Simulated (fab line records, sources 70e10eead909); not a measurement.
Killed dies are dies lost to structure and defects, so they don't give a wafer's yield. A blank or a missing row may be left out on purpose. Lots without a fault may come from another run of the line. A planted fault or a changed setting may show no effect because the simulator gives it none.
Problem report in the 8D (eight disciplines) form, filled by code | flow nand_harc | the parts of the form that need people (team, actions taken, sign-off) are left out

1. THE PROBLEM
thk_nm at NHARC_A_ONON_D2_THK_MEAS_18 reads a mean of 631 nm on 6 wafers of 2 lots; wafers without a fault read 1002 nm with a standard deviation of 10. That is -37 standard deviations from the usual mean.
The step: measures by ellipsometry.
First seen on wafer L158.3, day 18 21:53, on film_metro-02. The record holds 42 wafers of 14 lots with a number at this step. Rule for "out", or "out of limits": more than 4 standard deviations from the usual mean. The other wafers with a number count as sound.

2. WHAT IT IS AND WHAT IT IS NOT
question                    | is                     | is not
which readings at this step | thk_nm                 | -
which lots                  | L158, L159             | L147, L149, L150, L151, L152, L153, L156, L157, L165, L166, L167, L168
which wafers of those lots  | all that have a number | -
read on which gauges        | film_metro-02          | film_metro-01
when                        | from day 18 21:53      | up to then (24 sound wafers); but 12 sound wafers of L165, L166, L167, L168 came after

3. SUSPECTS, AND WHAT RULES EACH OUT
Counting: a tool at a process step up to the reading stays a suspect if it ran every lot that is out and no sound lot after the first of them.
- the gauge at NHARC_A_ONON_D2_THK_MEAS_18: ruled out. All the wafers that are out were read on film_metro-02, but those of them that NHARC_END_SORT_01 has rows for are out there too, on other tools.
- pecvd_onon-04 at NHARC_A_ONON_D2_DEP_16 (target thk 1000 nm): kept. It ran every lot that is out, first L158 (day 18 21:29), and no sound lot after that; its last sound lot up to then is L156 (day 17 14:34).
Left after counting: pecvd_onon-04 at NHARC_A_ONON_D2_DEP_16.

4. THE CAUSE (what the simulator had put in)
Process parameter drift: pecvd_onon-04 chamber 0, from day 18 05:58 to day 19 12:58, at NHARC_A_ONON_D2_DEP_16. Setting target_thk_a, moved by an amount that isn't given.
Counting left only this tool.

5. THE CHAIN OF EFFECTS, in route order
Each row: a reading whose mean over the struck wafers that have a number lies more than 3 standard deviations from the usual. Only readings for which the record gives a usual standard deviation are gone through. hours: the time from each lot's start at the first step in this table that gives one to its start at this step, as a median over the lots. sigmas: the change in usual standard deviations.
hours | step                        | reading         | usual   | on struck wafers | change | sigmas
0     | NHARC_A_ONON_D2_THK_MEAS_18 | thk_nm          | 1002 nm | 631              | -371   | -37
277   | NHARC_END_SORT_01           | killed_at_array | 58      | 674              | +616   | +34
277   | NHARC_END_SORT_01           | killed_dies     | 64      | 677              | +613   | +34

6. WHAT WOULD HAVE CAUGHT IT SOONER
In this record the first reading out of limits at a measuring or inspecting step was taken at day 18 21:53, 16 hours after the fault began at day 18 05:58.
Of the lots that are out (2), L159 began NHARC_A_ONON_D2_DEP_16 on pecvd_onon-04 after day 18 21:53. A hold on the tool at that time would have spared it.
